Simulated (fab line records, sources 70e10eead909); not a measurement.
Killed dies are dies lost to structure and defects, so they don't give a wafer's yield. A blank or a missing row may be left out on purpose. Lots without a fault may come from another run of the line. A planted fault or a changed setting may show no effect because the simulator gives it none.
fab line records | flow nand_harc | part 2 of 2: steps 4 to 6 of 6
record lots=24 wafers=72 last_day=24
route steps=1159 shown A_CHANNEL_HOLE_D1@474 A_STAIRCASE@551
lots that met no fault: from a run of the same line without faults
start_h: hours from the record's first day to the start of the lot's first wafer shown | wait_h: hours since the lot's step before | " the same as in the row above | L1.1+2: a row that stands for several wafers | - no value, or no start given | * or withheld: withheld | < > ~ a bound
route shown NAME@n: a module of which the file shows steps, and the number in the route of the first | usual: mean/standard deviation of fault-free wafers | same: alike in all rows | chamber/n: place in a boat | sites: the reading at each site | _std_site: their standard deviation | _edge_site: outer sites' mean less inner sites' | radius_mm: how far each site lies from the wafer's centre | mask NAME#n: copy n | behind: the tool/chamber that last shaped the wafer | hold: why the lot was held/for how many hours/how that ended | device: the transistor (n, p or np) that didn't switch | end of line: the same wafers' tests at the end of the route | a step without rows: its recipe alone | killed: dies lost to structure and defects at the first sort, not the wafer's yield | map: a wafer's dies, x killed, . not, _ none there
set.NAME: the setting as run; set.NAME@STEP: as run at that earlier step | model.NAME: the simulator's own value behind a step, which no gauge read
steps of the route over a sample of lots; a table a step, a row a wafer
services: from which hour (start_h, from the record's first day; less than 0 if before it) a tool's chamber was out of use, for how many hours, and why
## steps
# step NHARC_A_STAIRCASE_TRIM_189
# recipe time_s=211.2 o2_flow_sccm=500 ar_flow_sccm=0 bias_w=0 chemistry=O2
# usual drypump_motor_current_A=5.6/0.42 oes_product_au=1.001/0.0096 rf_vpp_V=57.9/0.93 showerhead_plenum_p_Torr=3.58/0.14 throttle_valve_pct=17.037/0.0091
# columns lot.wafer tool chamber start_h wait_h drypump_motor_current_A oes_product_au rf_hours_counter_h rf_vpp_V showerhead_plenum_p_Torr throttle_valve_pct
L074.3 rie_diel-09 1 - - 5.0 0.988 62 59.6 3.39 17.033
L074.4 " 2 " " 6.4 1.015 55 57.6 3.64 17.039
L074.6 " 3 " " 5.4 0.985 - 57.1 3.58 17.035
L075.1 rie_diel-10 3 - - 5.4 0.999 24 58.4 3.60 17.047
L075.4 " 1 " " 5.3 1.002 25 57.9 3.67 17.019
L075.6 " 3 " " 5.4 1.001 - 58.2 3.60 17.033
L076.2 rie_diel-10 0 - - 5.3 1.006 24 57.4 3.57 17.030
L076.3 " 1 " " 5.4 1.001 26 57.4 3.67 17.028
L076.6 " 0 " " 5.4 0.997 - 59.0 3.57 17.036
L078.2 rie_diel-10 1 - - 5.3 1.008 29 58.9 3.67 17.050
L078.6 " 0 " " 5.3 1.007 - 57.7 3.57 17.032
L078.5 " 1 " " 5.4 1.000 - 58.3 3.67 17.014
L077.1 rie_diel-07 2 - - 5.2 1.006 5 58.6 3.77 17.012
L077.4 " 1 " " 5.7 0.998 6 59.2 3.69 17.039
L077.6 " 2 " " 5.2 1.002 - 58.1 3.77 17.041
L079.3 rie_diel-10 0 - - 5.4 1.008 37 56.4 3.57 17.049
L079.4 " 1 " " 5.4 1.014 - 58.4 3.66 17.035
L079.6 " 2 " " 5.7 1.009 - 58.4 3.31 17.041
L081.2 rie_diel-10 2 - - 5.7 0.995 39 56.8 3.31 17.020
L081.1 " 0 " " 5.3 1.013 38 57.3 3.57 17.029
L081.5 " 3 " " 5.4 0.997 - 58.1 3.59 17.035
L080.2 rie_diel-10 0 - - 5.3 1.001 39 57.3 3.57 17.042
L080.3 " 1 " " 5.4 1.007 40 59.3 3.66 17.037
L080.5 " 2 " " 5.7 0.999 - 56.7 3.31 17.053
L083.1 rie_diel-07 0 - - 5.5 1.009 16 57.8 3.55 17.051
L083.4 " 1 " " 5.7 0.990 15 58.6 3.68 17.023
L083.5 " 3 " " 6.4 0.997 - 57.0 3.65 17.030
L082.2 rie_diel-09 1 - - 5.0 1.003 11 56.1 3.38 17.051
L082.1 " 2 " " 6.4 1.015 11 57.7 3.63 17.020
L082.4 " 0 " " 5.4 1.013 5 58.3 3.81 17.035
L084.4 rie_diel-09 1 - - 5.0 1.001 14 59.1 3.38 17.034
L084.3 " 2 " " 6.4 1.007 14 59.0 3.63 17.029
L084.6 " 2 " " 6.4 1.015 - 58.4 3.63 17.023
L087.1 rie_diel-09 2 - - 6.4 1.007 20 59.0 3.63 17.031
L087.3 " 3 " " 5.4 0.990 19 57.6 3.57 17.038
L087.5 " 2 " " 6.4 1.001 - 57.5 3.63 17.030
L086.4 rie_diel-07 0 - - 5.6 1.008 26 58.1 3.55 17.029
L086.2 " 1 " " 5.7 0.995 25 58.5 3.68 17.029
L086.1 " 2 " " 5.2 0.990 26 57.9 3.76 17.060
L085.2 rie_diel-07 2 - - 5.2 0.974 31 58.7 3.75 17.032
L085.1 " 0 " " 5.5 0.988 31 58.0 3.54 17.038
L085.5 " 3 " " 6.5 0.993 - 57.3 3.64 17.033
L088.4 rie_diel-09 0 - - 5.4 1.005 19 59.7 3.80 17.031
L088.3 " 2 " " 6.4 0.991 27 57.2 3.63 17.026
L088.6 " 0 " " 5.4 1.001 - 58.0 3.80 17.032
L090.2 rie_diel-10 3 - - 5.4 1.007 50 59.3 3.58 17.049
L090.1 " 0 " " 5.4 1.011 55 56.6 3.56 17.035
L090.6 " 3 " " 5.4 1.005 - 56.9 3.58 17.041
L091.3 rie_diel-09 0 - - 5.4 1.020 21 58.5 3.80 17.041
L091.2 " 1 " " 5.0 1.007 26 57.5 3.37 17.035
L091.6 " 0 " " 5.4 1.014 - 58.2 3.80 17.033
L089.4 rie_diel-10 3 - - 5.4 1.011 53 58.7 3.58 17.031
L089.5 " 3 " " 5.4 1.011 - 58.0 3.58 17.031
L089.6 " 0 " " 5.4 1.007 - 58.8 3.55 17.031
L092.3 rie_diel-07 1 - - 5.7 0.999 34 57.1 3.67 17.045
L092.2 " 2 " " 5.2 0.984 36 58.2 3.75 17.030
L092.6 " 1 " " 5.7 1.002 - 58.3 3.67 17.027
L093.2 rie_diel-07 1 - - 5.6 1.006 35 58.1 3.67 17.032
L093.5 " 2 " " 5.2 0.984 - 60.1 3.75 17.057
L093.6 " 3 " " 6.4 0.991 - 59.3 3.64 17.038
L094.2 rie_diel-07 1 - - 5.7 1.005 42 58.9 3.67 17.039
L094.1 " 2 " " 5.2 0.987 44 56.9 3.75 17.050
L094.4 " 3 " " 6.4 0.994 45 57.6 3.63 17.035
L095.3 rie_diel-10 0 - - 5.4 1.023 3 57.7 3.55 17.037
L095.2 " 1 " " 5.4 1.007 3 58.5 3.65 17.035
L095.4 " 2 " " 5.7 1.009 4 56.1 3.30 17.059
L096.1 rie_diel-07 2 - - 5.2 0.989 49 58.8 3.74 17.046
L096.3 " 0 " " 5.5 0.993 47 59.9 3.53 17.045
L096.4 " 1 " " 5.7 0.998 46 58.5 3.67 17.040
L097.4 rie_diel-10 3 - - 5.4 1.017 6 58.0 3.57 17.048
L097.6 " 3 " " 5.4 1.004 - 58.4 3.57 17.056
L097.5 " 0 " " 5.3 1.026 - 57.3 3.55 17.039
# step NHARC_A_STAIRCASE_ETCH_190
# recipe target_depth_a=1000 time_s=40.5 ion_energy_ev=400 c4f8_flow_sccm=20 o2_flow_sccm=10 ar_flow_sccm=withheld rf_w=600 bias_w=1000 chemistry=C4F8/O2
# usual oes_product_au=0.944/0.015 rf_vpp_V=898/4.9
# columns lot.wafer tool chamber start_h wait_h oes_product_au rf_hours_counter_h rf_vpp_V
L074.4 rie_diel-09 1 - - 0.933 62 891
L074.3 " 0 " " 0.963 58 885
L074.6 " 1 " " 0.944 - 891
L075.4 rie_diel-10 0 - - 0.966 24 899
L075.1 " 2 " " 0.946 25 888
L075.6 " 0 " " 0.959 - 900
L076.2 rie_diel-10 3 - - 0.948 24 898
L076.3 " 0 " " 0.942 24 899
L076.6 " 3 " " 0.949 - 898
L078.2 rie_diel-10 2 - - 0.964 29 887
L078.6 " 1 " " 0.946 - 899
L078.5 " 2 " " 0.962 - 888
L077.4 rie_diel-07 1 - - 0.956 6 902
L077.1 " 2 " " 0.938 5 903
L077.6 " 0 " " 0.965 - 896
L079.3 rie_diel-10 0 - - 0.953 37 896
L079.4 " 2 " " 0.942 38 886
L079.6 " 0 " " 0.951 - 897
L081.1 rie_diel-10 2 - - 0.913 39 888
L081.2 " 0 " " 0.935 39 898
L081.5 " 2 " " 0.925 - 888
L080.2 rie_diel-10 1 - - 0.956 40 901
L080.3 " 3 " " 0.941 33 899
L080.5 " 1 " " 0.952 - 901
L083.1 rie_diel-07 3 - - 0.913 18 901
L083.4 " 1 " " 0.918 15 903
L083.5 " 3 " " 0.913 - 899
L082.4 rie_diel-09 2 - - 0.940 12 899
L082.1 " 3 " " 0.922 10 897
L082.2 " 1 " " 0.931 11 889
L084.3 rie_diel-09 0 - - 0.931 8 904
L084.4 " 1 " " 0.930 14 889
L084.6 " 3 " " 0.930 - 897
L087.3 rie_diel-09 1 - - 0.932 19 889
L087.1 " 3 " " 0.956 19 897
L087.5 " 1 " " 0.933 - 891
L086.4 rie_diel-07 3 - - 0.926 27 901
L086.2 " 0 " " 0.957 26 898
L086.1 " 2 " " 0.926 27 903
L085.2 rie_diel-07 1 - - 0.941 30 902
L085.1 " 2 " " 0.938 31 904
L085.5 " 0 " " 0.953 - 896
L088.4 rie_diel-09 1 - - 0.965 25 890
L088.3 " 2 " " 0.947 27 899
L088.6 " 3 " " 0.940 - 897
L090.2 rie_diel-10 2 - - 0.941 55 887
L090.1 " 1 " " 0.965 55 902
L090.6 " 3 " " 0.948 - 898
L091.2 rie_diel-09 2 - - 0.946 28 899
L091.3 " 0 " " 0.974 21 907
L091.6 " 1 " " 0.959 - 890
L089.4 rie_diel-10 1 - - 0.954 57 901
L089.6 " 0 " " 0.943 - 897
L089.5 " 1 " " 0.954 - 901
L092.2 rie_diel-07 0 - - 0.938 36 895
L092.3 " 1 " " 0.950 34 900
L092.6 " 3 " " 0.942 - 899
L093.2 rie_diel-07 3 - - 0.935 38 900
L093.6 " 1 " " 0.939 - 902
L093.5 " 2 " " 0.917 - 904
L094.2 rie_diel-07 1 - - 0.940 42 903
L094.4 " 2 " " 0.930 44 904
L094.1 " 0 " " 0.963 43 897
L095.4 rie_diel-10 3 - - 0.969 4 897
L095.2 " 0 " " 0.955 3 897
L095.3 " 2 " " 0.961 4 888
L096.1 rie_diel-07 1 - - 0.940 48 901
L096.4 " 2 " " 0.930 51 903
L096.3 " 3 " " 0.928 50 899
L097.4 rie_diel-10 0 - - 0.959 5 896
L097.5 " 1 " " 0.944 - 900
L097.6 " 2 " " 0.936 - 888
# step NHARC_A_STAIRCASE_ETCH_192
# recipe target_depth_a=1000 time_s=40.5 ion_energy_ev=400 c4f8_flow_sccm=20 o2_flow_sccm=10 ar_flow_sccm=withheld rf_w=600 bias_w=1000 chemistry=C4F8/O2
# usual oes_product_au=0.942/0.012 rf_vpp_V=898/5
# columns lot.wafer tool chamber start_h wait_h oes_product_au rf_hours_counter_h rf_vpp_V
L074.3 rie_diel-09 3 - - 0.928 53 897
L074.4 " 0 " " 0.940 58 889
L074.6 " 2 " " 0.953 - 900
L075.1 rie_diel-10 2 - - 0.955 26 888
L075.4 " 0 " " 0.940 24 896
L075.6 " 2 " " 0.966 - 888
L076.3 rie_diel-10 3 - - 0.959 24 897
L076.2 " 0 " " 0.940 24 899
L076.6 " 1 " " 0.948 - 901
L078.2 rie_diel-10 1 - - 0.943 29 901
L078.5 " 0 " " 0.954 - 898
L078.6 " 1 " " 0.945 - 901
L077.4 rie_diel-07 3 - - 0.948 6 900
L077.1 " 2 " " 0.941 5 904
L077.6 " 0 " " 0.961 - 897
L079.3 rie_diel-10 3 - - 0.968 31 898
L079.4 " 0 " " 0.958 37 897
L079.6 " 3 " " 0.973 - 899
L081.1 rie_diel-10 3 - - 0.934 33 898
L081.2 " 0 " " 0.929 39 898
L081.5 " 3 " " 0.936 - 897
L080.2 rie_diel-10 3 - - 0.928 33 898
L080.3 " 1 " " 0.933 40 901
L080.5 " 3 " " 0.924 - 898
L083.1 rie_diel-07 3 - - 0.924 18 898
L083.4 " 0 " " 0.940 16 896
L083.5 " 2 " " 0.923 - 905
L082.1 rie_diel-09 2 - - 0.949 12 902
L082.2 " 3 " " 0.931 10 898
L082.4 " 0 " " 0.945 5 905
L084.3 rie_diel-09 0 - - 0.930 8 908
L084.4 " 3 " " 0.933 14 897
L084.6 " 0 " " 0.940 - 907
L087.1 rie_diel-09 2 - - 0.943 20 899
L087.3 " 3 " " 0.946 19 897
L087.5 " 2 " " 0.948 - 900
L086.2 rie_diel-07 1 - - 0.957 25 902
L086.4 " 3 " " 0.928 27 900
L086.1 " 0 " " 0.938 26 895
L085.1 rie_diel-07 2 - - 0.942 31 904
L085.2 " 1 " " 0.948 30 902
L085.5 " 2 " " 0.933 - 903
L088.4 rie_diel-09 2 - - 0.942 27 899
L088.3 " 3 " " 0.942 27 899
L088.6 " 1 " " 0.953 - 890
L090.2 rie_diel-10 0 - - 0.946 55 897
L090.1 " 3 " " 0.940 50 898
L090.6 " 0 " " 0.939 - 896
L091.3 rie_diel-09 2 - - 0.945 29 900
L091.2 " 3 " " 0.946 29 899
L091.6 " 1 " " 0.947 - 890
L089.4 rie_diel-10 0 - - 0.932 58 896
L089.6 " 2 " " 0.912 - 888
L089.5 " 3 " " 0.942 - 898
L092.2 rie_diel-07 3 - - 0.948 37 900
L092.3 " 0 " " 0.931 36 897
L092.6 " 1 " " 0.945 - 902
L093.2 rie_diel-07 0 - - 0.932 36 896
L093.5 " 3 " " 0.937 - 900
L093.6 " 0 " " 0.938 - 897
L094.2 rie_diel-07 0 - - 0.954 43 898
L094.1 " 1 " " 0.951 42 902
L094.4 " 2 " " 0.942 44 903
L095.4 rie_diel-10 3 - - 0.967 4 898
L095.3 " 1 " " 0.951 4 900
L095.2 " 2 " " 0.949 4 887
L096.4 rie_diel-07 0 - - 0.946 48 895
L096.3 " 1 " " 0.952 48 899
L096.1 " 2 " " 0.938 51 904
L097.4 rie_diel-10 0 - - 0.965 6 895
L097.5 " 0 " " 0.966 - 896
L097.6 " 1 " " 0.950 - 899
## services
# columns tool chamber start_h hours kind
rie_diel-10 0 155.55 - clean
rie_diel-10 1 155.55 - clean
rie_diel-10 2 155.55 - clean
rie_diel-10 3 155.55 - clean
rie_diel-10 - 174.08 0.2 repair
rie_diel-10 - 176.50 9.0 pm
rie_diel-10 0 176.50 9.0 vent_cycle
rie_diel-10 1 176.50 9.0 vent_cycle
rie_diel-10 2 176.50 9.0 vent_cycle
rie_diel-10 3 176.50 9.0 vent_cycle
rie_diel-10 0 185.50 - clean
rie_diel-10 1 185.50 - clean
rie_diel-10 2 185.50 - clean
rie_diel-10 3 185.50 - clean
rie_diel-10 0 210.10 - clean
rie_diel-10 1 210.10 - clean
rie_diel-07 - 228.25 9.0 pm
rie_diel-07 - 245.11 0.2 repair
rie_diel-09 - 254.17 9.0 pm
rie_diel-10 3 270.08 9.6 repair
rie_diel-10 0 290.46 1.5 repair
rie_diel-10 - 304.83 1.8 repair
har_etch-01 - 305.00 17.0 pm
rie_diel-10 - 353.62 9.0 pm
